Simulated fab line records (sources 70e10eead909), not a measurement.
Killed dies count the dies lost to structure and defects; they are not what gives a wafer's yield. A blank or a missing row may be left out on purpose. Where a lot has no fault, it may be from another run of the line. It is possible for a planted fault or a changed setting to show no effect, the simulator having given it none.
Which of the tools did it? -- flow nand_harc -- Sampling: 12 lots, 36 wafers, 4 of 1302 route steps

WHAT THE GAUGES READ, wafer by wafer
NHARC_P_M1_THK_MEAS_24: measures by xrf.
lot,measured,on,thk_nm (nm)
L075,day 6 15:36,film_metro-01,158.6 157.7 158.9
L077,day 7 12:47,film_metro-01,156.2 155.0 154.8
L079,day 8 05:56,film_metro-02,157.9 157.3 158.7
L081,day 9 02:22,film_metro-02,156.0 155.1 158.6
L083,day 10 06:46,film_metro-01,157.1 156.2 158.9
L085,day 10 18:20,film_metro-01,157.3 157.4 157.2
L087,day 11 16:06,film_metro-01,158.5 158.5 158.9
L089,day 12 15:22,film_metro-02,155.7 154.7 158.1
L091,day 13 07:06,film_metro-01,157.9 154.0 158.6
L093,day 14 11:41,film_metro-01,157.6 158.2 159.4
L095,day 15 06:07,film_metro-02,158.7 158.2 159.4
L097,day 15 18:49,film_metro-02,157.7 157.8 157.8

WHAT TOOL EACH LOT RAN ON (gives the tool, then ch and the chambers of the sampled wafers, and finally the start)
lot,NHARC_P_GATE_DESCUM_48,NHARC_P_M0_PRE_CLEAN_31,NHARC_P_M1_PVD_20
L075,"rie_diel-09 ch 0,1,2, day 5 20:47","pecvd-02 ch 0,1,2, day 6 11:41","pvd_sputter-01, day 6 15:36 or earlier"
L077,"rie_diel-04 ch 2,3, day 6 17:48","pecvd-03 ch 0,1,2, day 7 08:59","pvd_sputter-01, day 7 12:47 or earlier"
L079,"rie_diel-09 ch 0,1,2, day 7 10:34","pecvd-01 ch 0,1,2, day 8 01:58","pvd_sputter-02, day 8 05:56 or earlier"
L081,"rie_diel-04 ch 0,3, day 8 07:16","pecvd-01 ch 0,1,2, day 8 22:24","pvd_sputter-02, day 9 02:22 or earlier"
L083,"rie_diel-04 ch 0,3, day 9 11:28","pecvd-03 ch 1,2, day 10 02:33","pvd_sputter-02, day 10 06:46 or earlier"
L085,"rie_diel-04 ch 0,1, day 9 23:05","pecvd-01 ch 0,1,2, day 10 14:26","pvd_sputter-03, day 10 18:20 or earlier"
L087,"rie_diel-02 ch 1,2,3, day 10 18:19","pecvd-03 ch 0,1,2, day 11 12:13","pvd_sputter-01, day 11 16:06 or earlier"
L089,"rie_diel-02 ch 1,2,3, day 11 20:07","pecvd-01 ch 0,1, day 12 11:26","pvd_sputter-02, day 12 15:22 or earlier"
L091,"rie_diel-02 ch 0,1,2, day 12 11:48","pecvd-02 ch 0,1, day 13 03:01","pvd_sputter-01, day 13 07:06 or earlier"
L093,"rie_diel-04 ch 0,1,3, day 13 16:53","pecvd-02 ch 0,1,2, day 14 07:39","pvd_sputter-01, day 14 11:41 or earlier"
L095,"rie_diel-04 ch 0,2,3, day 14 11:20","pecvd-02 ch 0,1, day 15 02:11","pvd_sputter-02, day 15 06:07 or earlier"
L097,"rie_diel-02 ch 1,2, day 14 23:19","pecvd-01 ch 0,2, day 15 14:49","pvd_sputter-01, day 15 18:49 or earlier"
- NHARC_P_GATE_DESCUM_48: chemistry O2, time 3 s.
- NHARC_P_M0_PRE_CLEAN_31: time 12 s.
- NHARC_P_M1_PVD_20: deposits TaN, target thk 5 nm, time 8.06 s.

THE ANSWER, worked out from the rows above alone
Rule: the usual values come from the lots themselves. Put in order of their means at a reading, lots are off if they are a third of the lots or fewer, leave a main group of 4 or more, and stand apart from it by a gap of 3 or more times the standard deviation of the main group's means; of several such gaps the widest counts. The tables above print the reading to a certain number of digits; a main group whose means all agree to those digits is not used. A lot without any number at a reading at which 4 lots or more have one is off too. Any other lot the step has rows for is counted as sound.
Across all readings shown, no lot is off: no conclusion can be drawn from this.

WHAT HAD BEEN PUT IN BY THE SIMULATOR
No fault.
